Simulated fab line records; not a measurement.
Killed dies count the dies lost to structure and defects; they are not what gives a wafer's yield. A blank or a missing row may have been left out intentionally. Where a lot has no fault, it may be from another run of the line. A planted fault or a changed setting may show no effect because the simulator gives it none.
Matching of chambers :: flow nand-harc :: 4 sister chambers for NHARC_A_CHANNEL_FILL_D1_ALD_25 on ald-hk-02
The step deposits SiOx, target thk 60 nm, pulse time 10 s, ald cycles 600. 16 wafers are shown with their chamber, then 8 later ones without.

== WAFERS, EACH WITH ITS CHAMBER ==
wafer: L074.2
chamber: 1
heater-power-w (W): 398
precursor-pulse-height-rel: 0.994

wafer: L074.3
chamber: 0
heater-power-w (W): 474
precursor-pulse-height-rel: 1.007

wafer: L074.5
chamber: 0
heater-power-w (W): 484
precursor-pulse-height-rel: 0.975

wafer: L076.2
chamber: 1
heater-power-w (W): 413
precursor-pulse-height-rel: 1.021

wafer: L076.3
chamber: 3
heater-power-w (W): 490
precursor-pulse-height-rel: 0.968

wafer: L076.4
chamber: 2
heater-power-w (W): 518
precursor-pulse-height-rel: 0.980

wafer: L077.3
chamber: 3
heater-power-w (W): 490
precursor-pulse-height-rel: 1.014

wafer: L077.5
chamber: 3
heater-power-w (W): 469
precursor-pulse-height-rel: 1.010

wafer: L077.6
chamber: 0
heater-power-w (W): 488
precursor-pulse-height-rel: 1.004

wafer: L080.2
chamber: 0
heater-power-w (W): 488
precursor-pulse-height-rel: 1.002

wafer: L080.4
chamber: 3
heater-power-w (W): 475
precursor-pulse-height-rel: 0.996

wafer: L080.5
chamber: 3
heater-power-w (W): 472
precursor-pulse-height-rel: 1.018

wafer: L082.1
chamber: 2
heater-power-w (W): 532
precursor-pulse-height-rel: 1.012

wafer: L082.4
chamber: 1
heater-power-w (W): 412
precursor-pulse-height-rel: 0.981

wafer: L082.5
chamber: 0
heater-power-w (W): 498
precursor-pulse-height-rel: 1.001

wafer: L086.1
chamber: 2
heater-power-w (W): 505
precursor-pulse-height-rel: 0.974

SIGNATURES (averages over the wafers above)
reading: heater-power-w
chamber 0: 486.40
chamber 1: 407.67
chamber 2: 518.33
chamber 3: 479.20
scatter within a chamber: 10

reading: precursor-pulse-height-rel
chamber 0: 0.99780
chamber 1: 0.99867
chamber 2: 0.98867
chamber 3: 1.00120
scatter within a chamber: 0.0182
Rule: for each reading, subtract the chamber's mean from the wafer's reading, divide by that reading's scatter and square the result; add these up over the readings and take the root, which gives the wafer's distance from the chamber. The wafer belongs to the nearest chamber; if the next one is less than 2 further off, it can't be placed. The scatter: the root of (the sum of the squares of (reading less its chamber's mean) over the shown wafers, divided by (wafers less chambers)).

== WAFERS WITHOUT THEIR CHAMBER ==
wafer: L086.5
heater-power-w (W): 516
precursor-pulse-height-rel: 1.003

wafer: L086.6
heater-power-w (W): 438
precursor-pulse-height-rel: 0.983

wafer: L089.3
heater-power-w (W): 515
precursor-pulse-height-rel: 1.031

wafer: L089.4
heater-power-w (W): 425
precursor-pulse-height-rel: 1.007

wafer: L089.5
heater-power-w (W): 501
precursor-pulse-height-rel: 0.981

wafer: L093.3
heater-power-w (W): 484
precursor-pulse-height-rel: 1.024

wafer: L093.4
heater-power-w (W): 512
precursor-pulse-height-rel: 1.003

wafer: L093.6
heater-power-w (W): 493
precursor-pulse-height-rel: 1.013

== WHICH CHAMBER EACH WENT THROUGH ==
wafer: L086.5
from the rows above: 2
in truth: 2

wafer: L086.6
from the rows above: can't be placed: 1 or 3 or 0
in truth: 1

wafer: L089.3
from the rows above: can't be placed: 2 or 0 or 3
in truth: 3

wafer: L089.4
from the rows above: 1
in truth: 1

wafer: L089.5
from the rows above: can't be placed: 0 or 2 or 3
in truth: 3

wafer: L093.3
from the rows above: can't be placed: 3 or 0
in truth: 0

wafer: L093.4
from the rows above: can't be placed: 2 or 0
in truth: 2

wafer: L093.6
from the rows above: can't be placed: 0 or 3 or 2
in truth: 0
2 of 8 placed correctly. Not placeable from these rows: 6 (in 6, the candidates include the true chamber). Wrongly placed: 0.
